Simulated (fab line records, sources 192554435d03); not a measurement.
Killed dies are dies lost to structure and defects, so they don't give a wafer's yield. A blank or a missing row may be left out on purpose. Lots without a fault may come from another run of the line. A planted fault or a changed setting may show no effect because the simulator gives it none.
fab line records | flow n5_finfet
record lots=11 wafers=26 last_day=18
route steps=1938 shown BEOL_M0_SAQP@633 BEOL_M4@1111 PASSIVATION@1936
lots that met no fault: from a run of the same line without faults
start_h: hours from the record's first day to the start of the lot's first wafer shown | wait_h: hours since the lot's step before | " the same as in the row above | L1.1+2: a row that stands for several wafers | - no value, or no start given | * or withheld: withheld | < > ~ a bound
route shown NAME@n: a module of which the file shows steps, and the number in the route of the first | usual: mean/standard deviation of fault-free wafers | same: alike in all rows | chamber/n: place in a boat | sites: the reading at each site | _std_site: their standard deviation | _edge_site: outer sites' mean less inner sites' | radius_mm: how far each site lies from the wafer's centre | mask NAME#n: copy n | behind: the tool/chamber that last shaped the wafer | hold: why the lot was held/for how many hours/how that ended | device: the transistor (n, p or np) that didn't switch | end of line: the same wafers' tests at the end of the route | a step without rows: its recipe alone | killed: dies lost to structure and defects at the first sort, not the wafer's yield | map: a wafer's dies, x killed, . not, _ none there
set.NAME: the setting as run; set.NAME@STEP: as run at that earlier step | model.NAME: the simulator's own value behind a step, which no gauge read
steps of the route over a sample of lots; a table a step, a row a wafer
services: from which hour (start_h, from the record's first day; less than 0 if before it) a tool's chamber was out of use, for how many hours, and why
## steps
# step N5_BEOL_M0_SAQP_ILD_DEP_01
# recipe material=SiOC target_thk_a=454.19 temp_c=350 precursor=DEMS/O2 pressure_torr=5 rf_w=500 time_s=8.7
# usual heater_power_w=477/82 showerhead_plenum_p_Torr=5.687/0.019 throttle_valve_pct=11.9/0.43
# columns lot.wafer tool chamber start_h wait_h heater_power_w showerhead_plenum_p_Torr throttle_valve_pct
L352.3 pecvd-01 0 144.66 0.0 441 5.673 11.8
L352.4 " 1 " " 440 5.671 12.7
L352.6 " 0 " " 455 5.681 11.8
L353.1 pecvd-02 0 144.71 0.0 395 5.708 11.6
L353.2 " 2 " " 391 5.689 11.3
L353.5 " 1 " " 534 5.688 12.2
L355.1 pecvd-04 0 145.04 0.0 575 5.718 12.0
L355.4 " 2 " " 442 5.697 11.4
L355.5 " 0 " " 581 5.708 12.1
L356.1 pecvd-04 0 145.24 0.0 676 5.707 12.2
L356.3 " 1 " " 500 5.683 11.2
L357.4 pecvd-01 1 145.26 0.0 419 5.678 12.4
L357.5 " 0 " " 392 5.670 11.8
L360.3 pecvd-02 2 163.44 0.0 452 5.711 11.7
L360.5 " 2 " " 434 5.695 11.3
L360.6 " 1 " " 541 5.688 12.1
L361.5 pecvd-04 2 166.46 0.0 452 5.695 11.5
L368.1 pecvd-04 1 209.81 0.0 560 5.670 11.2
L368.5 " 0 " " 586 5.720 12.3
L370.2 pecvd-01 0 222.05 0.0 406 5.665 12.0
L370.6 " 1 " " 445 5.688 12.5
L371.2 pecvd-01 1 227.41 0.0 362 5.686 12.3
L371.4 " 0 " " 401 5.656 11.6
L373.1 pecvd-01 2 240.17 0.0 411 5.679 11.2
L373.3 " 0 " " 431 5.652 11.7
L373.5 " 1 " " 447 5.675 12.3
# step N5_BEOL_M0_SAQP_PECVD_96
# recipe material=a-Si target_thk_a=450 temp_c=350 precursor=SiH4/He pressure_torr=3 rf_w=100 time_s=45.2
# usual heater_power_w=624/84 showerhead_plenum_p_Torr=5.65/0.06 throttle_valve_pct=18.1/0.61
# columns lot.wafer tool chamber start_h wait_h heater_power_w showerhead_plenum_p_Torr throttle_valve_pct
L352.3 pecvd-04 0 144.87 0.0 846 5.74 18.1
L352.4 " 2 " " 659 5.70 17.4
L352.6 " 1 " " 657 5.57 17.5
L353.1 pecvd-02 0 144.91 0.0 552 5.67 18.2
L353.2 " 2 " " 535 5.71 17.3
L353.5 " 0 " " 562 5.70 18.0
L355.1 pecvd-02 1 145.24 0.0 626 5.62 18.7
L355.4 " 2 " " 602 5.71 17.6
L355.5 " 0 " " 543 5.68 18.0
L356.1 pecvd-01 0 145.45 0.0 607 5.55 17.9
L356.3 " 0 " " 603 5.57 18.1
L357.4 pecvd-02 0 145.49 0.0 579 5.68 18.0
L357.5 " 1 " " 680 5.64 18.3
L360.3 pecvd-01 2 163.95 0.0 601 5.62 19.2
L360.5 " 2 " " 600 5.61 19.1
L360.6 " 1 " " 540 5.66 19.1
L361.5 pecvd-04 2 166.69 0.0 547 5.71 17.4
L368.1 pecvd-04 1 211.96 0.0 656 5.60 17.3
L368.5 " 1 " " 663 5.58 17.5
L370.2 pecvd-04 0 224.09 0.0 747 5.75 18.5
L370.6 " 1 " " 729 5.58 17.2
L371.2 pecvd-04 2 230.12 0.0 572 5.69 17.4
L371.4 " 2 " " 575 5.71 17.3
L373.1 pecvd-02 1 240.80 0.0 671 5.65 18.6
L373.3 " 2 " " 594 5.72 17.6
L373.5 " 0 " " 607 5.69 18.3
# step N5_BEOL_M0_SAQP_SPACER1_ALD_98
# recipe material=SiO2 target_thk_a=128 temp_c=300 ald_precursor_family=BDEAS ald_co_reactant=O2-plasma pulse_time_s=1 purge_time_s=2 co_reactant_purge_time_s=2 ald_cycles=138 pressure_torr=2
# usual ald_cycles=138/0 heater_power_w=474/45 precursor_pulse_height_rel=0.996/0.018
# columns lot.wafer tool chamber start_h wait_h ald_cycles heater_power_w precursor_pulse_height_rel
L352.3 ald_sin-04 1 147.35 0.1 138 422 1.010
L352.4 " 0 " " 138 397 0.995
L352.6 " 0 " " 138 395 1.024
L353.1 ald_sin-01 1 147.56 0.5 138 479 1.006
L353.2 " 0 " " 138 470 1.004
L353.5 " 1 " " 138 482 0.967
L355.1 ald_sin-02 2 147.74 0.3 138 483 0.989
L355.4 " 1 " " 138 499 1.000
L355.5 " 3 " " 138 457 0.990
L357.4 ald_sin-02 2 148.20 0.3 138 483 0.979
L357.5 " 2 " " 138 479 0.978
L356.1 ald_sin-01 2 148.23 0.4 138 449 0.976
L356.3 " 1 " " 138 502 1.013
L360.3 ald_sin-01 3 166.14 0.6 166 557 1.001
L360.5 " 3 " " 166 558 1.003
L360.6 " 0 " " 138 458 0.992
L361.5 ald_sin-01 3 169.40 0.7 166 565 1.002
L368.1 ald_sin-04 0 213.48 0.3 138 380 1.029
L368.5 " 1 " " 138 400 0.985
L370.2 ald_sin-02 0 225.63 0.3 138 427 1.010
L370.6 " 2 " " 138 487 1.015
L371.2 ald_sin-04 0 231.66 0.3 138 385 0.978
L371.4 " 2 " " 138 471 0.986
L373.1 ald_sin-04 0 242.33 0.3 138 383 0.964
L373.3 " 1 " " 138 408 0.978
L373.5 " 0 " " 138 387 0.989
# step N5_BEOL_M0_SAQP_SPACER1_ETCHBACK_99
# recipe chemistry=CHF3/O2 mode=anisotropic_etchback target=SiO2 target_depth_a=154 time_s=7.7 pressure_mtorr=30 source_w=650 bias_w=170 Ar_flow_sccm=200 CHF3_flow_sccm=50 O2_flow_sccm=5 ion_energy_ev=200
# usual drypump_motor_current_A=5.6/0.33 oes_product_au=0.76/0.096 rf_vpp_V=527/5.8 showerhead_plenum_p_Torr=2.40/0.076 throttle_valve_pct=18.92/0.23
# columns lot.wafer tool chamber start_h wait_h drypump_motor_current_A oes_product_au rf_hours_counter_h rf_vpp_V showerhead_plenum_p_Torr throttle_valve_pct
L352.3 rie_diel-05 1 147.90 0.3 5.1 0.87 27 524 2.46 18.66
L352.4 " 0 " " 5.3 0.73 161 531 2.41 18.84
L352.6 " 0 " " 5.3 0.74 - 533 2.41 18.86
L353.1 rie_diel-05 3 148.04 0.3 6.3 0.66 249 530 2.28 19.32
L353.2 " 0 " " 5.3 0.74 161 531 2.41 18.84
L353.5 " 2 " " 5.9 0.74 - 516 2.41 18.70
L355.1 rie_diel-04 1 148.22 0.3 5.9 0.74 159 531 2.51 18.81
L355.4 " 2 " " 5.8 0.68 236 521 2.39 18.95
L355.5 " 2 " " 5.7 0.68 - 521 2.39 18.96
L357.4 rie_diel-05 1 148.89 0.5 5.1 0.88 28 524 2.45 18.65
L357.5 " 1 " " 5.1 0.88 - 522 2.46 18.65
L356.1 rie_diel-05 1 148.95 0.5 5.1 0.88 28 523 2.46 18.64
L356.3 " 0 " " 5.3 0.74 161 533 2.41 18.84
L360.3 rie_diel-05 1 166.62 0.3 5.1 0.86 37 523 2.45 18.65
L360.5 " 1 " " 5.1 0.86 - 524 2.45 18.64
L360.6 " 2 " " 5.9 0.73 - 516 2.40 18.71
L361.5 rie_diel-05 1 169.68 0.1 5.1 0.85 - 523 2.45 18.68
L368.1 rie_diel-02 0 213.95 0.3 5.3 0.71 192 530 2.28 18.89
L368.5 " 3 " " 5.5 0.97 - 526 2.36 18.89
L370.2 rie_diel-04 0 226.10 0.3 5.7 0.70 197 532 2.39 19.31
L370.6 " 1 " " 5.9 0.72 - 529 2.50 18.85
L371.2 rie_diel-02 2 232.13 0.3 5.7 0.95 2 528 2.47 18.57
L371.4 " 0 " " 5.3 0.71 - 528 2.28 18.89
L373.1 rie_diel-02 0 242.80 0.3 5.3 0.70 199 528 2.28 18.91
L373.3 " 2 " " 5.7 0.95 4 530 2.47 18.57
L373.5 " 3 " " 5.5 0.93 - 526 2.36 18.93
# step N5_BEOL_M0_SAQP_CD_MEAS_25
# recipe target_cd_nm=13.1 landing_energy_ev=1000 detector=se_inlens
# usual cd_nm=12.85/0.22
# columns lot.wafer tool chamber start_h wait_h cd_nm
L352.3 cd_sem-02 0 148.10 0.1 12.50
L352.4 " 0 " " 12.66
L352.6 " 0 " " 12.51
L353.1 cd_sem-01 0 148.25 0.1 12.84
L353.2 " 0 " " 12.89
L353.5 " 0 " " 12.60
L355.1 cd_sem-03 0 148.42 0.1 12.85
L355.4 " 0 " " 12.83
L355.5 " 0 " " 13.05
L357.4 cd_sem-03 0 149.09 0.1 12.67
L357.5 " 0 " " 12.88
L356.1 cd_sem-01 0 149.15 0.1 12.76
L356.3 " 0 " " 12.77
L360.3 cd_sem-02 0 166.82 0.1 15.63
L360.5 " 0 " " 15.70
L360.6 " 0 " " 13.02
L361.5 cd_sem-02 0 169.85 0.0 15.34
L368.1 cd_sem-03 0 214.15 0.1 12.85
L368.5 " 0 " " 12.97
L370.2 cd_sem-01 0 226.30 0.1 12.86
L370.6 " 0 " " 13.01
L371.2 cd_sem-01 0 232.33 0.1 13.12
L371.4 " 0 " " 13.28
L373.1 cd_sem-01 0 243.00 0.1 12.72
L373.3 " 0 " " 12.31
L373.5 " 0 " " 13.05
# step N5_BEOL_M4_RC_MEAS_101
# usual DIBL_N=35.6/1.7 DIBL_P=35.0/2 IOFF_N=0.148/0.027 IOFF_P=0.19/0.032 ION_N=671/14 ION_P=460/9.1 SS_N=71.3/0.62 SS_P=73.0/0.64 VT_N=251/3.2 VT_P=-251.5/2.9
# columns lot.wafer tool chamber start_h wait_h DIBL_N[mV/V] DIBL_P[mV/V] IOFF_N[nA/um] IOFF_P[nA/um] ION_N[uA/um] ION_P[uA/um] SS_N[mV/dec] SS_P[mV/dec] VT_N[mV] VT_P[mV]
L352.3 prober-02 0 204.58 0.3 34.3 32.1 0.130 0.17 663 456 71.3 73.1 250 -252.0
L352.4 " 0 " " 35.7 34.3 0.156 0.20 696 474 71.2 72.7 248 -251.6
L352.6 " 0 " " 33.8 31.4 0.123 0.16 671 462 71.0 72.7 254 -250.1
L353.1 prober-01 0 205.35 0.0 33.6 31.9 0.105 0.15 636 438 70.7 72.2 258 -257.1
L353.2 " 0 " " 34.8 34.4 0.125 0.18 660 452 70.5 73.2 251 -251.7
L353.5 " 0 " " 35.2 33.7 0.122 0.17 650 452 70.6 72.0 254 -253.8
L356.1 prober-02 0 206.69 0.0 35.8 35.7 0.130 0.19 668 468 71.9 73.4 254 -254.1
L356.3 " 0 " " 36.6 36.2 0.139 0.19 668 458 72.6 73.5 254 -254.3
L357.4 prober-01 0 212.66 0.5 34.9 35.3 0.137 0.19 666 460 71.2 72.9 252 -252.1
L357.5 " 0 " " 35.0 32.8 0.124 0.15 633 436 71.7 72.5 254 -258.2
L355.1 prober-01 0 244.91 0.0 33.9 34.3 0.132 0.17 655 446 70.6 72.2 255 -254.2
L355.4 " 0 " " 31.4 32.1 0.109 0.15 667 453 70.2 71.5 253 -253.2
L355.5 " 0 " " 32.5 33.4 0.121 0.16 668 458 70.2 72.0 252 -253.3
L360.6 prober-01 0 248.78 0.8 37.2 38.8 0.214 0.31 680 473 72.0 74.6 245 -244.7
L368.1 prober-02 0 298.58 0.0 35.0 32.2 0.118 0.14 656 448 70.8 72.2 253 -256.9
L368.5 " 0 " " 35.3 33.1 0.121 0.15 657 449 71.0 72.8 255 -253.0
L370.2 prober-01 0 300.09 0.2 36.7 34.2 0.147 0.18 655 454 71.5 72.7 252 -250.2
L370.6 " 0 " " 35.3 34.1 0.133 0.18 682 476 70.5 72.9 252 -251.4
L371.2 prober-02 0 305.38 0.2 35.5 34.2 0.119 0.18 662 458 70.5 72.3 253 -251.4
L371.4 " 0 " " 40.2 40.5 0.222 0.30 692 475 72.3 73.4 247 -244.4
L373.1 prober-01 0 322.01 0.0 37.0 37.4 0.156 0.22 677 472 71.3 73.3 250 -251.2
L373.3 " 0 " " 36.2 35.8 0.144 0.18 680 464 71.2 72.3 251 -253.6
L373.5 " 0 " " 34.6 33.7 0.120 0.16 668 462 69.9 72.6 254 -252.9
# step N5_PASSIVATION_PROBE_49
# usual defect_limited_yield=91.2/1.6 killed_at_M0_to_M3=35/11 killed_at_M4_up=14/5.4 killed_at_contacts=13/6 killed_at_front_end=38/11 killed_at_other=3.4/2.6 killed_dies=104/19 killed_on_rim=13/3.9 killed_open=68/13 killed_short=34/8.5 sort_bin_5_function=5.1/1 sort_bin_6_memory=3.3/0.72 sort_bin_8_speed=0.1/0.9 sort_n_pass=1075/22 sort_yield_pct=91.1/1.9
# same gross_dies=1180 killed_at_back_side=0 sort_bin_4_leakage[%]=0
# columns lot.wafer tool chamber start_h wait_h defect_limited_yield[%] killed_at_M0_to_M3 killed_at_M4_up killed_at_contacts killed_at_front_end killed_at_other killed_dies killed_on_rim killed_open killed_short sort_bin_5_function[%] sort_bin_6_memory[%] sort_bin_8_speed[%] sort_n_pass sort_yield_pct[%]
L361.5 prober-02 - 356.07 0.2 0 1103 21 7 44 5 1180 152 81 39 96.2 3.6 0 0 0
L360.3 prober-02 - 362.69 0.1 0 1121 8 5 38 8 1180 152 47 31 97.3 2.3 0 0 0
L360.5 prober-02 - 362.79 0.2 0 1139 14 4 17 6 1180 152 46 34 96.5 3.1 0 0 0
L360.6 prober-02 - 362.84 0.3 92.5 52 6 4 24 2 88 12 52 34 4.4 2.5 0 1092 92.5
# killed by level:class
L361.5 BEOL_M0_SAQP:area_ald=1060 FIN_SAQP:geometric_particle:open=15 STI_FIN_REVEAL:geometric_particle:open=10 FIN_SAQP:geometric_particle:short=9 BEOL_M2:geometric_particle:open=8 BEOL_M0_SAQP:geometric_particle:open=8 BEOL_M0_SAQP:geometric_particle:short=7 BEOL_M4:geometric_particle:open=7
L360.3 BEOL_M0_SAQP:area_ald=1102 FIN_SAQP:geometric_particle:open=11 BEOL_M0_SAQP:geometric_particle:short=7 FIN_SAQP:geometric_particle:short=6 MOL_CONTACT_COAG:geometric_particle:open=5 PASS1_CAP:geometric_particle:open=5 BEOL_M2:geometric_particle:open=4 STARTING-WAFER:geometric_particle:short=4
L360.5 BEOL_M0_SAQP:area_ald=1099 BEOL_M2:geometric_particle:open=9 BEOL_M4:geometric_particle:open=9 BEOL_M3:geometric_particle:open=7 FIN_SAQP:geometric_particle:short=6 BEOL_M0_SAQP:geometric_particle:open=6 BEOL_M0_SAQP:geometric_particle:short=5 PASS1_CAP:geometric_particle:short=5
L360.6 BEOL_M3:geometric_particle:open=13 BEOL_M0_SAQP:geometric_particle:short=12 BEOL_M0_SAQP:geometric_particle:open=11 FIN_SAQP:geometric_particle:open=5 BEOL_M0:geometric_particle:open=5 FIN_SAQP:geometric_particle:short=4 MOL_CONTACT_COAG:geometric_particle:open=3 BEOL_M2:geometric_particle:open=3
## services
# columns tool chamber start_h hours kind
pecvd-01 2 124.38 24.2 repair
rie_diel-04 3 129.24 4.7 repair
rie_diel-05 3 129.79 4.6 repair
rie_diel-05 3 150.30 - clean
rie_diel-05 3 150.30 - consumable_replace:focus_ring
rie_diel-05 3 150.30 - consumable_replace:showerhead
rie_diel-05 3 150.30 14.0 scheduled_down
rie_diel-05 3 150.30 14.0 vent_cycle
rie_diel-02 3 158.29 9.1 repair
pecvd-01 - 164.59 14.6 pm
pecvd-04 1 166.84 5.5 scheduled_down
ald_sin-04 - 176.75 14.0 pm
ald_sin-04 0 176.75 14.0 vent_cycle
ald_sin-04 1 176.75 14.0 vent_cycle
rie_diel-02 1 189.70 2.6 repair
pecvd-01 2 202.43 - clean
pecvd-01 2 202.43 - consumable_replace:showerhead
pecvd-01 2 202.43 29.0 scheduled_down
pecvd-01 2 202.43 29.0 vent_cycle
rie_diel-04 0 207.73 1.7 repair
pecvd-02 - 213.43 0.8 repair
ald_sin-02 3 223.43 9.2 repair
pecvd-01 1 232.63 - calibration
rie_diel-04 2 240.24 10.5 repair
## key
first_sign step=N5_BEOL_M0_SAQP_SPACER1_ALD_98 reading=ald_cycles direction=up sigmas=99+ usual=* struck=*
effect step=N5_BEOL_M0_SAQP_CD_MEAS_25 reading=cd_nm direction=up sigmas=13 usual=12.85 struck=15.56
effect step=N5_PASSIVATION_PROBE_49 reading=killed_at_M0_to_M3 direction=up sigmas=99+ usual=35 struck=1121
more_kills_born_at N5_BEOL_M0_SAQP_SPACER1_ALD_98@ald_sin-01=3261
met_at N5_BEOL_M0_SAQP_SPACER1_ALD_98
struck_lots L360,L361
struck_wafers L360.3,L360.5,L361.5
later_rows_left_out L360.3,L360.5,L361.5
not_acting_at N5_BEOL_M0_SAQP_ILD_DEP_01,N5_BEOL_M0_SAQP_PECVD_96,N5_BEOL_M0_SAQP_SPACER1_ETCHBACK_99
fault kind=process_parameter_drift tool=ald_sin-01 chamber=3 onset_h=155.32 steps=N5_BEOL_M0_SAQP_SPACER1_ALD_98 channel=ald_cycles offset=* shape=step acts_in=* stated=*
# later_rows_left_out: the simulator's readings of these wafers behind a module that went badly wrong aren't trusted and aren't shown, but for the sort
